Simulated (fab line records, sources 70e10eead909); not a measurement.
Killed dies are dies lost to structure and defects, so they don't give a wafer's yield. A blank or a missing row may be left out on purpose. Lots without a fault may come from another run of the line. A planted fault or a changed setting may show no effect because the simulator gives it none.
Problem report in the 8D (eight disciplines) form, filled by code | flow nand_harc | the parts of the form that need people (team, actions taken, sign-off) are left out

1. THE PROBLEM
mfc_precursor_sccm at NHARC_A_STAIRCASE_DEP_325 reads a mean of 192.1 sccm on 6 wafers of 2 lots; wafers without a fault read 200.0 sccm with a standard deviation of 0.6. That is -13 standard deviations from the usual mean.
The step: deposits SiO2, target thk 3800 nm.
First seen on wafer L103.2, day 15 17:02, on pecvd-04. The record holds 39 wafers of 13 lots with a number at this step. Rule for "out", or "out of limits": more than 4 standard deviations from the usual mean. The other wafers with a number count as sound.

2. WHAT IT IS AND WHAT IT IS NOT
question                    | is                     | is not
which readings at this step | mfc_precursor_sccm     | heater_power_w
which lots                  | L103, L106             | L102, L110, L114, L115, L116, L993, L994, L995, L997, L998, L999
which wafers of those lots  | all that have a number | -
read on which tools         | pecvd-04               | pecvd-02, pecvd-03
when                        | from day 15 17:02      | up to then (21 sound wafers); but 12 sound wafers of L110, L114, L115, L116 came after

3. SUSPECTS, AND WHAT RULES EACH OUT
Counting: a tool at a process step up to the reading stays a suspect if it ran every lot that is out and no sound lot after the first of them.
- acl_dep-03 at NHARC_A_STAIRCASE_HM_DEP_462 (deposits aC, target thk 800 nm): ruled out as a lasting fault. Sound lots L116 ran on it after its first lot that is out, L103 (day 14 03:03).
- rie_diel-11 at NHARC_A_STAIRCASE_STRIP_316 (strips in O2): ruled out as a lasting fault. Sound lots L114 ran on it after its first lot that is out, L103 (day 14 13:46). NHARC_A_STAIRCASE_STRIP_316 gives no start for some lots, so the hours and the order of its lots are those of NHARC_A_STAIRCASE_ALD_420.
- pecvd-04 at NHARC_A_STAIRCASE_DEP_325 (deposits SiO2, target thk 3800 nm): kept. It ran every lot that is out, first L103 (day 15 17:02), and no sound lot after that; its last sound lot up to then is L999 (day 15 01:05). Its own readings are out on those wafers: mfc_precursor_sccm.
Left after counting: pecvd-04 at NHARC_A_STAIRCASE_DEP_325.

4. THE CAUSE (what the simulator had put in)
Process parameter drift: pecvd-04, from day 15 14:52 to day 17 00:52, at NHARC_A_STAIRCASE_DEP_325. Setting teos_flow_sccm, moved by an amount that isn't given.
Counting left only this tool.

5. THE CHAIN OF EFFECTS, in route order
Each row: a reading whose mean over the struck wafers that have a number lies more than 3 standard deviations from the usual. Only readings for which the record gives a usual standard deviation are gone through. hours: the time from each lot's start at the first step in this table that gives one to its start at this step, as a median over the lots. sigmas: the change in usual standard deviations.
hours | step                      | reading            | usual      | on struck wafers | change | sigmas
0     | NHARC_A_STAIRCASE_DEP_325 | mfc_precursor_sccm | 200.0 sccm | 192.1            | -7.9   | -13
The process steps in it:
- NHARC_A_STAIRCASE_DEP_325: deposits SiO2, target thk 3800 nm.
Later measuring or inspecting steps at which every struck wafer that the step has a row for has a number for every such reading, and none has moved that far: NHARC_END_SORT_01.

6. WHAT WOULD HAVE CAUGHT IT SOONER
In this record the first reading out of limits was taken at day 15 17:02, 2 hours after the fault began at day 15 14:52.
